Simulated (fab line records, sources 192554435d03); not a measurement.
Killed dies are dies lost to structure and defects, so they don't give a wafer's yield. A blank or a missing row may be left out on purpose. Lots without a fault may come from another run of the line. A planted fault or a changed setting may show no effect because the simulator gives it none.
Split-lot experiment | flow n5_finfet | 7 lots, 21 wafers read, on a route of 1938 steps

THE SPLIT
At N5_BEOL_M6_EXPOSE_25 (exposes mask V5, target cd 40 nm), the setting dose_mj was moved away from the recipe's 45 on 8 of the 21 wafers read, by -6.4% to +7.4%. The other wafers ran this setting at the recipe's value.

FROM THE SPLIT TO THE READING: what the file shows between them, 2 steps
- N5_BEOL_M6_PEB_26: peb time 60 s
- N5_BEOL_M6_DEVELOP_27: develop time 30 s

THE READING
cd_nm, in nm, at N5_BEOL_M6_CD_MEAS_28 (target cd 40 nm). Fault-free wafers of this fab line usually give 40.18 nm, standard deviation 0.27 nm.

wafer  | tool, chamber at the split | dose_mj as run | against the recipe | cd_nm, nm | against lot-mates on the recipe
L074.2 | euv_scanner-01, 0          | 48.32          | +7.4%              | 41.52     | +1.95
L074.3 | euv_scanner-01, 0          | 45             | recipe             | 39.57     | -
L074.6 | euv_scanner-01, 0          | 48.32          | +7.4%              | 41.58     | +2.01
L076.1 | euv_scanner-02, 0          | 42.11          | -6.4%              | 38.56     | no lot-mate on the recipe
L076.4 | euv_scanner-02, 0          | 42.11          | -6.4%              | 38.86     | no lot-mate on the recipe
L076.5 | euv_scanner-02, 0          | 42.11          | -6.4%              | 38.19     | no lot-mate on the recipe
L079.3 | euv_scanner-01, 0          | 45             | recipe             | 39.70     | -
L079.4 | euv_scanner-01, 0          | 45             | recipe             | 40.14     | -
L079.5 | euv_scanner-01, 0          | 45             | recipe             | 39.98     | -
L087.3 | euv_scanner-01, 0          | 47.84          | +6.3%              | 41.62     | +1.48
L087.4 | euv_scanner-01, 0          | 45             | recipe             | 40.14     | -
L087.6 | euv_scanner-01, 0          | 47.84          | +6.3%              | 41.61     | +1.47
L094.4 | euv_scanner-02, 0          | 45             | recipe             | 40.18     | -
L094.5 | euv_scanner-02, 0          | 46.94          | +4.3%              | 40.94     | +0.71
L094.6 | euv_scanner-02, 0          | 45             | recipe             | 40.27     | -
L092.4 | euv_scanner-01, 0          | 45             | recipe             | 40.12     | -
L092.5 | euv_scanner-01, 0          | 45             | recipe             | 40.28     | -
L092.6 | euv_scanner-01, 0          | 45             | recipe             | 39.85     | -
L097.3 | euv_scanner-02, 0          | 45             | recipe             | 40.31     | -
L097.5 | euv_scanner-02, 0          | 45             | recipe             | 40.08     | -
L097.6 | euv_scanner-02, 0          | 45             | recipe             | 40.24     | -

THE FIT
A straight line over all 21 wafers: cd_nm changes by +0.227 nm for each +1% of dose_mj; r = +0.97; the points scatter about the line by 0.23 nm.
The same after taking each lot's own level away (the mean of its wafers on the recipe; 18 wafers): +0.248 nm for each +1%; r = +0.98; scatter 0.16 nm.
On that fit, the largest move of dose_mj shifts the reading by 1.8 nm.
The lots' own levels span 39.570 to 40.225 nm, that is 2.4 times the standard deviation above.
So the lot-to-lot level changes the slope little: the two slopes agree.
Check: with one of the wafers moved furthest among these (+7.4%) left out of the fit, the line predicts +1.77 nm for it against its lot-mates. It came out at +1.95 nm against them.

OTHER SPLITS ON THESE WAFERS
These wafers also went through other splits before the reading. Each is held against what the fit with the lots' levels taken away leaves over:
other split on the same wafers     | wafers away from the commonest value | r with cd_nm (lot level and that fit taken away)
N5_BEOL_M1_DESCUM_33 time_s        | 7                                    | +0.02
N5_BEOL_M1_TRENCH_ETCH_37 source_w | 11                                   | -0.13
N5_BEOL_M3_ILD_DEP_00 time_s       | 5                                    | +0.04
N5_BEOL_M4_ETCH_70 time_s          | 6                                    | -0.02
N5_BEOL_M5_EXPOSE_25 dose_mj       | 6                                    | +0.11
N5_BEOL_M6_COAT_64 spin_rpm        | 9                                    | -0.07

THE WHOLE CHAIN: every reading that the file lists as answering this split, in the file's order
step                  | what it does                                                        | reading                                                        | change (the file's fit)               | r (the file's)
N5_BEOL_M6_CD_MEAS_28 | target cd 40 nm                                                     | cd_nm                                                          | +0.239 nm for each +1% of the setting | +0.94
N5_BEOL_M6_DESCUM_33  | chemistry O2, time 7 s                                              | BEOL_M6.cd_nm (the simulator's own value, which no gauge read) | +0.231 nm for each +1% of the setting | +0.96
N5_BEOL_M6_ETCH_66    | etches SOC in N2/H2, target depth 80 nm, overetch 16 nm, time 120 s | BEOL_M6.cd_nm (the simulator's own value, which no gauge read) | +0.223 nm for each +1% of the setting | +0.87

THE FILE'S OWN FIT
cd_nm changes by +0.239 nm for each +1% of dose_mj, r = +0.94.
